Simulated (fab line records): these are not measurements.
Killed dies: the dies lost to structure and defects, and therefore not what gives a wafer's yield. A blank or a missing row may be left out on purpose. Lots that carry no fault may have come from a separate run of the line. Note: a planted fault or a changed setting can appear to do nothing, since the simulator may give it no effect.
Which tool is to blame? || flow n5Finfet || 9 lots with 26 wafers sampled at 4 steps, on a route of 1938 steps

WHAT THE GAUGES READ, wafer by wafer
N5_GATE_CUT_THK_MEAS_24.
{"lot": "L173", "measured": "day 4 21:44", "on": "filmMetro-02", "GC_FILL_THK (nm)": "218.8 218.3 220.8"}
{"lot": "L174", "measured": "day 5 02:37", "on": "filmMetro-01", "GC_FILL_THK (nm)": "219.7 219.5 222.2"}
{"lot": "L176", "measured": "day 5 14:01", "on": "filmMetro-02", "GC_FILL_THK (nm)": "218.6 221.1 219.5"}
{"lot": "L178", "measured": "day 6 06:17", "on": "filmMetro-01", "GC_FILL_THK (nm)": "219.4 221.7 220.1"}
{"lot": "L183", "measured": "day 7 10:06", "on": "filmMetro-02", "GC_FILL_THK (nm)": "218.4 220.0"}
{"lot": "L192", "measured": "day 9 16:52", "on": "filmMetro-01", "GC_FILL_THK (nm)": "224.2 221.3 222.8"}
{"lot": "L193", "measured": "day 10 00:26", "on": "filmMetro-02", "GC_FILL_THK (nm)": "220.9 219.2 219.3"}
{"lot": "L194", "measured": "day 10 03:57", "on": "filmMetro-02", "GC_FILL_THK (nm)": "218.5 202.6 217.7"}
{"lot": "L195", "measured": "day 10 11:09", "on": "filmMetro-02", "GC_FILL_THK (nm)": "219.4 220.3 204.6"}

EACH LOT AND THE TOOL THAT RAN IT (in order: tool; ch and the chambers of the sampled wafers; start)
{"lot": "L173", "N5_GATE_CUT_HM_DEP_46": "pecvd-02 ch 0,2, day 4 18:04", "N5_GATE_CUT_ETCH_47": "rieMetal-01 ch 1, day 4 19:28", "N5_GATE_CUT_ALD_22": "aldSin-01 ch 1,3, day 4 19:57"}
{"lot": "L174", "N5_GATE_CUT_HM_DEP_46": "pecvd-04 ch 0,1, day 4 23:24", "N5_GATE_CUT_ETCH_47": "rieMetal-03 ch 0,1, day 5 00:32", "N5_GATE_CUT_ALD_22": "aldSin-03 ch 0,2,3, day 5 00:50"}
{"lot": "L176", "N5_GATE_CUT_HM_DEP_46": "pecvd-04 ch 0,1,2, day 5 10:00", "N5_GATE_CUT_ETCH_47": "rieMetal-03 ch 0,1, day 5 11:14", "N5_GATE_CUT_ALD_22": "aldSin-04 ch 1,2,3, day 5 12:14"}
{"lot": "L178", "N5_GATE_CUT_HM_DEP_46": "pecvd-04 ch 0,2, day 6 02:55", "N5_GATE_CUT_ETCH_47": "rieMetal-03 ch 0,1, day 6 04:13", "N5_GATE_CUT_ALD_22": "aldSin-03 ch 0,1,3, day 6 04:31"}
{"lot": "L183", "N5_GATE_CUT_HM_DEP_46": "pecvd-02 ch 0, day 7 06:18", "N5_GATE_CUT_ETCH_47": "rieMetal-02 ch 0,1, day 7 07:55", "N5_GATE_CUT_ALD_22": "aldSin-01 ch 3, day 7 08:19"}
{"lot": "L192", "N5_GATE_CUT_HM_DEP_46": "pecvd-02 ch 0,2, day 9 13:14", "N5_GATE_CUT_ETCH_47": "rieMetal-02 ch 0, day 9 14:31", "N5_GATE_CUT_ALD_22": "aldSin-04 ch 1,3, day 9 14:56"}
{"lot": "L193", "N5_GATE_CUT_HM_DEP_46": "pecvd-02 ch 0,1, day 9 20:46", "N5_GATE_CUT_ETCH_47": "rieMetal-02 ch 0, day 9 22:00", "N5_GATE_CUT_ALD_22": "aldSin-04 ch 1,2,3, day 9 22:40"}
{"lot": "L194", "N5_GATE_CUT_HM_DEP_46": "pecvd-04 ch 0,1,2, day 10 00:16", "N5_GATE_CUT_ETCH_47": "rieMetal-01 ch 0,1, day 10 01:37", "N5_GATE_CUT_ALD_22": "aldSin-03 ch 0,1,2, day 10 02:10"}
{"lot": "L195", "N5_GATE_CUT_HM_DEP_46": "pecvd-04 ch 1,2, day 10 07:55", "N5_GATE_CUT_ETCH_47": "rieMetal-03 ch 0,1, day 10 09:05", "N5_GATE_CUT_ALD_22": "aldSin-01 ch 1,2,3, day 10 09:22"}
- N5_GATE_CUT_HM_DEP_46: deposits SiO2 from TEOS/O2, target thk 130 nm, time 26.6 s.
- N5_GATE_CUT_ETCH_47: etches SiO2 in Cl2/BCl3, target depth 10 nm.
- N5_GATE_CUT_ALD_22: deposits SiNx, target thk 16 nm, pulse time 1 s, ald cycles 320.

THE ANSWER, worked out from the rows above alone
Rule: the lots themselves supply what counts as usual. Put in order of their means at a reading, lots are off if they are a third of the lots or fewer, leave a main group of 4 or more, and stand apart from it by a gap of 3 or more times the standard deviation of the main group's means; of several such gaps the widest counts. The tables above print the reading to a certain number of digits; a main group whose means all agree to those digits is not used. Also off: a lot with no number at a reading for which 4 or more lots have one. Any other lot the step has rows for is counted as sound.
Off: L194, L195, at N5_GATE_CUT_THK_MEAS_24 (GC_FILL_THK). The main group has a mean of 220.2 nm with a standard deviation of 1.1.
A tool fits if, at a process step before that reading, it ran every lot that is off, and no sound lot after the first of them. The gauges at N5_GATE_CUT_THK_MEAS_24 are tried like those tools. This does not decide it: 2 tools fit, namely pecvd-04 at N5_GATE_CUT_HM_DEP_46 and filmMetro-02 at N5_GATE_CUT_THK_MEAS_24.

WHAT THE SIMULATOR HAD INSERTED
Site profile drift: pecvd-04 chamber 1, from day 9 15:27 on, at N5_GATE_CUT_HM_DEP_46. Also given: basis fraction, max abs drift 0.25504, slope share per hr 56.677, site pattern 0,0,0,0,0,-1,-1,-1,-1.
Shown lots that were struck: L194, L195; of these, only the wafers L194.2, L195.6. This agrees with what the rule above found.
